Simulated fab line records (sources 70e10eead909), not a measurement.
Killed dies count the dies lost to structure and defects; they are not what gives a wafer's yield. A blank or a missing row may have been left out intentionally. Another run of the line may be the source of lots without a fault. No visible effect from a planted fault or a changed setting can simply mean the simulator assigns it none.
Chamber matching ; flow nand_harc ; 4 sister chambers for NHARC_A_M0_DESCUM_14 on rie_diel-10
The step chemistry O2, time 3 s. 4 wafers are shown with their chamber, then 12 later ones without.

## WAFERS WITH THEIR CHAMBER
wafer;chamber;drypump_motor_current_A (A)
L089.5;1;6.2
L091.1;0;5.3
L091.3;3;5.9
L091.4;2;5.9

## WAFERS MISSING THEIR CHAMBER
wafer;drypump_motor_current_A (A)
L088.2;6.2
L088.3;5.9
L088.5;6.2
L094.1;5.3
L094.4;6.2
L094.5;5.4
L096.1;5.9
L096.5;5.4
L096.6;6.2
L095.2;5.3
L095.5;6.2
L095.6;5.9

## CHAMBER TAKEN BY EACH
wafer;from the rows above;in truth
L088.2;1;1
L088.3;can't be placed: 2 or 3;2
L088.5;1;1
L094.1;0;0
L094.4;1;1
L094.5;0;0
L096.1;can't be placed: 2 or 3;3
L096.5;0;0
L096.6;1;1
L095.2;0;0
L095.5;1;1
L095.6;can't be placed: 2 or 3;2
Correctly placed: 9 of 12. From these rows, 3 cannot be placed; in 3 the true chamber is one of the candidates. Number placed wrongly: 0.
How it was worked out, from the rows above alone: a wafer's distance from a chamber is the root of the sum, over the readings, of the square of ((its reading less the chamber's mean) divided by the reading's scatter). If the next closest chamber is less than 2 further off than the closest, the wafer can't be placed; otherwise it belongs to the closest. Each chamber's mean is taken over the wafers shown for it. The scatter: with one shown wafer a chamber, the root of the mean of the squares of how far each hidden wafer lies from its nearest shown one.
